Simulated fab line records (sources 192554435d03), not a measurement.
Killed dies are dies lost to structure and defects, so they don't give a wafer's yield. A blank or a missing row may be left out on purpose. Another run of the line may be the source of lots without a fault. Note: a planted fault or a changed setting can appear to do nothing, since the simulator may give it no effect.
Comparing a struck lot with a sound one || flow n5 finfet || 23 steps out of a route of 1938
Sound: wafers L470.1, L470.2, L470.6. Wafers L487.1, L487.4, L487.5 were the ones struck. The cause is named last.
At each step with rows: each side's tool, then ch and its chambers, then its first start. Under that, the readings that differ: sound wafers || struck wafers || difference of the means || sigmas: that difference in standard deviations of wafers without a fault.
alike: readings whose means differ by less than 2 such deviations, and words and numbers that are the same on both sides. not compared: withheld readings, readings that some wafer has no value for, bounds like >300 that may hide the same value, and numbers for which the record gives no deviation and whose values overlap.
Wherever a step has rows on one side only, a row that says differs or no value, or a row with sigmas, the two part there. Non-overlapping numbers with no deviation appear without sigmas and do not part them. Lack of a reading on every wafer of one side parts them only where that side has two or more wafers.

first, 10 steps without rows for these wafers: N5_BEOL_M5_DESCUM_16 (chemistry O2, time 7 s); N5_BEOL_M5_ETCH_72 (etches underlayer in N2/H2, target depth 6.5 nm, time 5.2 s); N5_BEOL_M5_ETCH_61 (etches SiARC in CF4, target depth 15.6 nm, time 26 s); N5_BEOL_M5_ETCH_62 (etches SOC in N2/H2, target depth 75 nm, overetch 15 nm, time 112.5 s); N5_BEOL_M5_STRIP_63 (strips in N2/H2); N5_BEOL_M5_STRIP_73 (strips in N2/H2); N5_BEOL_M5_STRIP_64 (strips in CF4); N5_BEOL_M5_HM_OPEN_17 (chemistry Cl2/BCl3, target TiN, target depth 20 nm, overetch 6 nm); N5_BEOL_M5_STRIP_19 (strips in O2); N5_BEOL_M5_COAT_65 (time 60 s, resist thk 60 nm).
N5_BEOL_M5_COAT_66: time 60 s, resist thk 12 nm.
  sound on litho track-04 ch 0, day 7 21:49; struck on litho track-04 ch 0, day 12 19:29
{"reading": "spin speed rpm (rpm)", "sound": "1499.3 1502.7 1501.1", "struck": "1625.7 1627.1 1626.3", "difference": "+125.3", "sigmas": "+99 or more"}
{"reading": "model.SiARC_of_BEOL_M5_COAT_66.thk nm (nm)", "sound": "12 12 12", "struck": "11.6 11.6 11.6", "difference": -0.4, "sigmas": ""}
  alike: resist line temp C
then, 9 steps without rows for these wafers: N5_BEOL_M5_COAT_74 (time 60 s, resist thk 5 nm); N5_BEOL_M5_COAT_22 (resist thk 30 nm); N5_BEOL_M5_EBR_24; N5_BEOL_M5_SOFTBAKE_23 (time 60 s); N5_BEOL_M5_EXPOSE_25 (exposes mask V4, defocus 10 nm); N5_BEOL_M5_PEB_26 (peb time 60 s); N5_BEOL_M5_DEVELOP_27 (develop time 30 s); N5_BEOL_M5_DESCUM_33 (chemistry O2, time 7 s); N5_BEOL_M5_ETCH_75 (etches underlayer in N2/H2, target depth 6.5 nm, time 5.2 s).
N5_BEOL_M5_ETCH_67: etches SiARC in CF4, target depth 15.6 nm, time 26 s.
  sound on rie diel-05 ch 0,2,3, day 7 22:31; struck on rie diel-01 ch 0,3, day 12 20:09
{"reading": "etch rf on time s (s)", "sound": "26.8 26.6 26.2", "struck": "25.5 24.4 25.2", "difference": -1.5, "sigmas": -3}
{"reading": "model.etch.depth nm (nm)", "sound": "11.99 12 11.99", "struck": "11.54 11.6 11.55", "difference": -0.43, "sigmas": ""}
{"reading": "model.CAR-EUV_of_BEOL_M5_COAT_22.thk nm (nm)", "sound": "11 11 11.2", "struck": "11.4 11.6 11.4", "difference": "+0.4", "sigmas": ""}
  alike: drypump motor current A, oes product au, rf vpp V, showerhead plenum p Torr, throttle valve pct
  not compared: rf hours counter h
N5_BEOL_M5_ETCH_68: etches SOC in N2/H2, target depth 80 nm, overetch 16 nm, time 120 s.
  sound on rie diel-05 ch 0,2,3, day 7 22:33; struck on rie diel-01 ch 0,3, day 12 20:11
{"reading": "model.SiARC_of_BEOL_M5_COAT_66.thk nm (nm)", "sound": "6.6 6.4 6.4", "struck": "6.2 6 6.2", "difference": -0.3, "sigmas": ""}
  alike: drypump motor current A, h2 flow sccm, oes product au, rf vpp V, showerhead plenum p Torr, throttle valve pct
  not compared: rf hours counter h
then, 1 step without rows for these wafers: N5_BEOL_M5_STRIP_69 (strips in N2/H2).

== WHERE THEY PART ==
Last at N5_BEOL_M5_ETCH_67 as far as this record goes, first at N5_BEOL_M5_COAT_66. Later steps at which nothing parts them and some readings are alike: N5_BEOL_M5_ETCH_68.

WHY: the cause the simulator had injected
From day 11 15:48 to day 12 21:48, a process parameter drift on litho track-04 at N5_BEOL_M5_COAT_66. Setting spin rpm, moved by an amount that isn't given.
